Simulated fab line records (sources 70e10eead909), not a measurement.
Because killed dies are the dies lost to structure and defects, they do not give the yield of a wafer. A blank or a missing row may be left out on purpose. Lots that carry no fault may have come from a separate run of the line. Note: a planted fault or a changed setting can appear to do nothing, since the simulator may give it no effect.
Matching of chambers -- flow nandHarc -- 4 sister chambers for NHARC_P_GATE_DESCUM_48 on rieDiel-01
The step chemistry O2, time 3 s. 8 wafers are shown with their chamber, then 8 later ones without.

WAFERS PAIRED WITH THEIR CHAMBERS
wafer,chamber,drypumpMotorCurrentA (A),showerheadPlenumPTorr (Torr)
L084.5,1,5.3,1.89
L087.3,2,5.9,2.01
L087.5,3,5.6,1.89
L087.6,0,5.0,1.97
L090.1,2,5.8,2.00
L090.2,3,5.6,1.89
L090.6,0,5.0,1.97
L091.2,1,5.3,1.89

WAFERS WITHOUT THEIR CHAMBER
wafer,drypumpMotorCurrentA (A),showerheadPlenumPTorr (Torr)
L091.3,5.6,1.89
L091.6,5.6,1.89
L092.1,5.8,2.00
L092.2,5.0,1.96
L092.6,5.8,2.00
L097.2,5.6,1.89
L097.5,5.0,1.96
L097.6,5.3,1.89

WHICH CHAMBER EACH ONE RAN IN
wafer,from the rows above,in truth
L091.3,3,3
L091.6,3,3
L092.1,2,2
L092.2,0,0
L092.6,2,2
L097.2,3,3
L097.5,0,0
L097.6,1,1
8 of 8 placed correctly. Can't be placed from these rows: 0. 0 placed wrongly.
How it was worked out, from the rows above alone: a wafer's distance from a chamber is the root of the sum, over the readings, of the square of ((its reading less the chamber's mean) divided by the reading's scatter). If the next closest chamber is less than 2 further off than the closest, the wafer can't be placed; otherwise it belongs to the closest. For every chamber, the mean is computed from those of its wafers that are shown. The scatter: take each reading less its chamber's mean, square it, sum over the shown wafers, divide by the number of wafers less the number of chambers, and take the root.
